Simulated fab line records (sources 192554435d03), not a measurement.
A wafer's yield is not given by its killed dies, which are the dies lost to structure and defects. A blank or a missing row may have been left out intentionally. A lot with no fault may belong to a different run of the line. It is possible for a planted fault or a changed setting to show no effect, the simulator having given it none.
Which tool did it? ; flow n5Finfet ; 8 lots, 24 wafers sampled, at 6 steps of a route of 1938

== WHAT EACH GAUGE READ, for each wafer ==
N5_GATE_CUT_CD_MEAS_13 targets a cd of 20 nm. Usual: cdNm 19.98 nm, standard deviation 0.23.
lot;measured;on;cdNm (nm);flag
L952;day 4 15:38;cdSem-01;20.04 19.61 19.94;
L960;day 6 19:03;cdSem-01;19.78 19.56 19.96;
L961;day 7 00:40;cdSem-03;20.13 20.19 19.74;
L963;day 7 14:35;cdSem-01;19.95 19.89 20.13;
L966;day 8 05:36;cdSem-03;19.82 20.02 19.74;
L967;day 8 11:02;cdSem-01;19.92 19.56 19.70;
L970;day 9 04:31;cdSem-01;20.04 20.06 20.08;
L973;day 10 00:46;cdSem-02;19.89 19.97 19.91;

N5_BEOL_M4_RC_MEAS_101. Usual: DIBL_N 36.5 mV/V, standard deviation 1.4; DIBL_P 36.9 mV/V, standard deviation 1.7; IOFF_N 0.163 nA/um, standard deviation 0.023; IOFF_P 0.22 nA/um, standard deviation 0.032; ION_N 673 uA/um, standard deviation 9; ION_P 462 uA/um, standard deviation 7.5; SS_N 71.6 mV/dec, standard deviation 0.54; SS_P 73.4 mV/dec, standard deviation 0.62; VT_N 249.8 mV, standard deviation 2.8; VT_P -250 mV, standard deviation 3.5.
lot;measured;on;DIBL_N (mV/V);DIBL_P (mV/V);IOFF_N (nA/um);IOFF_P (nA/um);ION_N (uA/um);ION_P (uA/um);SS_N (mV/dec);SS_P (mV/dec);VT_N (mV);VT_P (mV);flag
L952;day 7 23:18;prober-01;35.0 37.3 36.1;35.9 38.7 37.2;0.143 0.184 0.163;0.21 0.26 0.23;657 680 663;457 468 460;71.2 71.9 72.0;73.6 74.2 73.8;253.3 247.2 250.5;-248 -245 -249;
L960;day 10 00:23;prober-02;35.0;37.2;0.146;0.18;671;453;71.8;72.6;250.6;-256;
L961;day 10 18:08;prober-02;36.3;36.0;0.153;0.23;672;460;71.6;73.4;251.1;-249;
L963;day 11 05:37;prober-02;37.6 35.4 36.4;38.3 34.8 36.9;0.190 0.134 0.165;0.26 0.19 0.23;675 655 686;466 447 467;71.9 70.7 71.2;73.5 72.7 73.6;247.7 255.9 248.5;-248 -253 -251;
L966;day 11 10:32;prober-01;37.3 38.3 36.1;38.5 39.0 36.6;0.196 0.204 0.161;0.24 0.25 0.22;682 694 687;462 464 469;71.8 71.9 70.9;74.2 74.2 74.0;245.1 244.8 248.7;-249 -248 -249;
L967;day 12 08:54;prober-02;38.2 35.8 35.6;39.0 36.5 35.4;0.202 0.160 0.148;0.26 0.21 0.19;680 660 676;470 454 460;71.1 71.4 71.3;73.4 72.9 73.3;245.6 248.4 250.4;-246 -249 -252;
L970;day 12 13:56;prober-01;33.6 35.3 33.0;35.0 36.8 34.3;0.123 0.146 0.114;0.19 0.21 0.18;658 678 657;461 464 461;70.9 71.4 71.1;72.6 73.4 73.1;255.1 253.1 255.0;-251 -252 -256;
L973;day 13 21:52;prober-02;37.4 35.0 37.4;36.8 33.4 36.2;0.154 0.117 0.156;0.21 0.16 0.20;669 668 664;464 456 455;71.8 71.4 71.9;73.0 72.8 73.4;251.2 254.7 252.8;-249 -253 -249;

== WHAT TOOL EACH LOT RAN ON (gives the tool, then ch and the chambers of the sampled wafers, and finally the start) ==
lot;N5_GATE_CUT_ETCH_28;N5_GATE_CUT_CUT_ETCH_53;N5_GATE_CUT_CUT_ETCH_54;N5_GATE_CUT_STRIP_21
L952;rieDiel-06 ch 0,3, day 4 15:47;rieMetal-03 ch 0, day 4 16:08;rieMetal-03 ch 0, day 4 16:12;plasmaAsher-02 ch 0,1, day 4 16:26
L960;rieDiel-06 ch 0,1, day 6 19:19;rieMetal-02 ch 0,1, day 6 19:40;rieMetal-02 ch 0,1, day 6 19:44;plasmaAsher-02 ch 0,1, day 6 19:58
L961;rieDiel-02 ch 0,3, day 7 00:56;rieMetal-02 ch 0,1, day 7 01:17;rieMetal-02 ch 0,1, day 7 01:21;plasmaAsher-02 ch 0,1, day 7 01:35
L963;rieDiel-06 ch 0,3, day 7 14:44;rieMetal-01 ch 0,1, day 7 15:07;rieMetal-01 ch 0,1, day 7 15:10;plasmaAsher-02 ch 0,1, day 7 15:24
L966;rieDiel-02 ch 1,2,3, day 8 05:45;rieMetal-03 ch 0,1, day 8 06:07;rieMetal-03 ch 0,1, day 8 06:10;plasmaAsher-01 ch 0,1, day 8 06:24
L967;rieDiel-01 ch 0,1,3, day 8 11:14;rieMetal-03 ch 0,1, day 8 11:36;rieMetal-03 ch 0,1, day 8 11:40;plasmaAsher-01 ch 0,1, day 8 11:54
L970;rieDiel-06 ch 0,1,2, day 9 04:40;rieMetal-03 ch 0,1, day 9 05:01;rieMetal-03 ch 0,1, day 9 05:05;plasmaAsher-02 ch 0,1, day 9 05:19
L973;rieDiel-01 ch 2,3, day 10 01:11;rieMetal-01 ch 0,1, day 10 01:33;rieMetal-01 ch 0,1, day 10 01:37;plasmaAsher-01 ch 0,1, day 10 01:51
- N5_GATE_CUT_ETCH_28: etches underlayer in N2/H2, target depth 13 nm, time 10.4 s.
- N5_GATE_CUT_CUT_ETCH_53: etches W in SF6/Cl2, target depth 79.2 nm.
- N5_GATE_CUT_CUT_ETCH_54: etches TiN in Cl2/BCl3, target depth 96.7 nm.
- N5_GATE_CUT_STRIP_21: strips in N2/H2, time 30 s.

== WHAT THE TOOLS THEMSELVES READ (means of the sampled wafers that have a number; where no wafer has one, the mark that the record gives instead) ==
N5_GATE_CUT_ETCH_28. Usual: drypumpMotorCurrentA 5.4 A, standard deviation 0.47; etchRfOnTimeS 10.39 s, standard deviation 0.14; oesProductAu 0.65 a.u., standard deviation 0.047; rfVppV 522.5 V, standard deviation 2.7; showerheadPlenumPTorr 2.49 Torr, standard deviation 0.094; throttleValvePct 17.83 %, standard deviation 0.19.
lot;tool;drypumpMotorCurrentA (A);etchRfOnTimeS (s);oesProductAu (a.u.);rfVppV (V);showerheadPlenumPTorr (Torr);throttleValvePct (%);flag
L952;rieDiel-06;5.6;10.47;0.61;521.2;2.46;17.98;
L960;rieDiel-06;5.3;10.54;0.64;522.7;2.52;18.10;
L961;rieDiel-02;5.4;10.31;0.73;527.3;2.65;17.62;
L963;rieDiel-06;5.5;10.57;0.61;522.8;2.50;18.12;
L966;rieDiel-02;5.8;10.38;0.66;522.6;2.47;17.76;
L967;rieDiel-01;5.3;10.36;0.63;522.4;2.50;17.92;
L970;rieDiel-06;5.2;10.59;0.63;521.8;2.47;17.98;
L973;rieDiel-01;5.9;10.39;0.60;523.5;2.52;17.95;

N5_GATE_CUT_CUT_ETCH_53. Usual: drypumpMotorCurrentA 5.6 A, standard deviation 0.44; etchRfOnTimeS 26.1 s, standard deviation 0.36; oesProductAu 0.73 a.u., standard deviation 0.09; throttleValvePct 29.04 %, standard deviation 0.26.
lot;tool;drypumpMotorCurrentA (A);etchRfOnTimeS (s);oesProductAu (a.u.);throttleValvePct (%);flag
L952;rieMetal-03;5.5;25.4;0.71;29.05;
L960;rieMetal-02;6.0;31.4;0.67;28.52;OFF
L961;rieMetal-02;5.9;31.6;0.67;28.53;OFF
L963;rieMetal-01;5.6;26.1;0.72;29.19;
L966;rieMetal-03;5.7;25.6;0.71;29.17;
L967;rieMetal-03;5.8;25.8;0.74;29.27;
L970;rieMetal-03;5.8;25.8;0.74;29.28;
L973;rieMetal-01;5.4;26.5;0.77;29.24;

N5_GATE_CUT_CUT_ETCH_54. Usual: bcl3FlowSccm 21.74 sccm, standard deviation 0.069; drypumpMotorCurrentA 5.6 A, standard deviation 0.44; etchRfOnTimeS 36.4 s, standard deviation 0.51; oesProductAu 0.73 a.u., standard deviation 0.089; throttleValvePct 22.35 %, standard deviation 0.25.
lot;tool;bcl3FlowSccm (sccm);drypumpMotorCurrentA (A);etchRfOnTimeS (s);oesProductAu (a.u.);throttleValvePct (%);flag
L952;rieMetal-03;21.75;5.5;35.4;0.70;22.39;
L960;rieMetal-02;21.70;5.9;44.0;0.48;22.41;OFF
L961;rieMetal-02;21.70;5.9;44.0;0.48;22.41;OFF
L963;rieMetal-01;21.81;5.6;36.8;0.71;22.51;
L966;rieMetal-03;21.77;5.7;35.9;0.71;22.48;
L967;rieMetal-03;21.82;5.8;35.6;0.74;22.52;
L970;rieMetal-03;21.72;5.8;35.8;0.74;22.53;
L973;rieMetal-01;21.85;5.3;36.9;0.76;22.55;

N5_GATE_CUT_STRIP_21. Usual: drypumpMotorCurrentA 5.57 A, standard deviation 0.18; heaterPowerW 346 W, standard deviation 25.
lot;tool;drypumpMotorCurrentA (A);heaterPowerW (W);flag
L952;plasmaAsher-02;5.62;341;
L960;plasmaAsher-02;5.60;336;
L961;plasmaAsher-02;5.63;334;
L963;plasmaAsher-02;5.49;344;
L966;plasmaAsher-01;5.65;367;
L967;plasmaAsher-01;5.65;366;
L970;plasmaAsher-02;5.49;348;
L973;plasmaAsher-01;5.53;341;

== THE ANSWER, worked out from the rows above alone ==
Rule: a lot is off if the mean of its wafers that have a number lies more than 3 standard deviations from the usual mean. Also off: a lot with no number at a reading for which 4 or more lots have one. Any other lot the step has rows for is counted as sound. Order of review: gauges by route order, followed by the tools' own readings, for which a lot's mean as printed above is used. The first step at which some lot is off is used, and at that step the reading that is off furthest; a lot without a number counts as furthest.
Off, at N5_GATE_CUT_CUT_ETCH_53 on etchRfOnTimeS: L960, L961.
A tool fits if, at that step or a process step before it, it ran every lot that is off, and no sound lot after the first of them. One candidate fits, namely rieMetal-02 at N5_GATE_CUT_CUT_ETCH_53. It ran no sound lot before its first lot that is off in this sample, so the start can't be narrowed down.
The tool's own readings at N5_GATE_CUT_CUT_ETCH_53 bear it out: on the lots that are off they differ by more than 5 times the standard deviation of the sound lots' means. etchRfOnTimeS reads 31.5 s there against 25.9 s on the sound lots; throttleValvePct reads 28.52 % there against 29.20 % on the sound lots.

== WHAT THE SIMULATOR HAD PUT IN ==
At N5_GATE_CUT_CUT_ETCH_53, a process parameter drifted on rieMetal-02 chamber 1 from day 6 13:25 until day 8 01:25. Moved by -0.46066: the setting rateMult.
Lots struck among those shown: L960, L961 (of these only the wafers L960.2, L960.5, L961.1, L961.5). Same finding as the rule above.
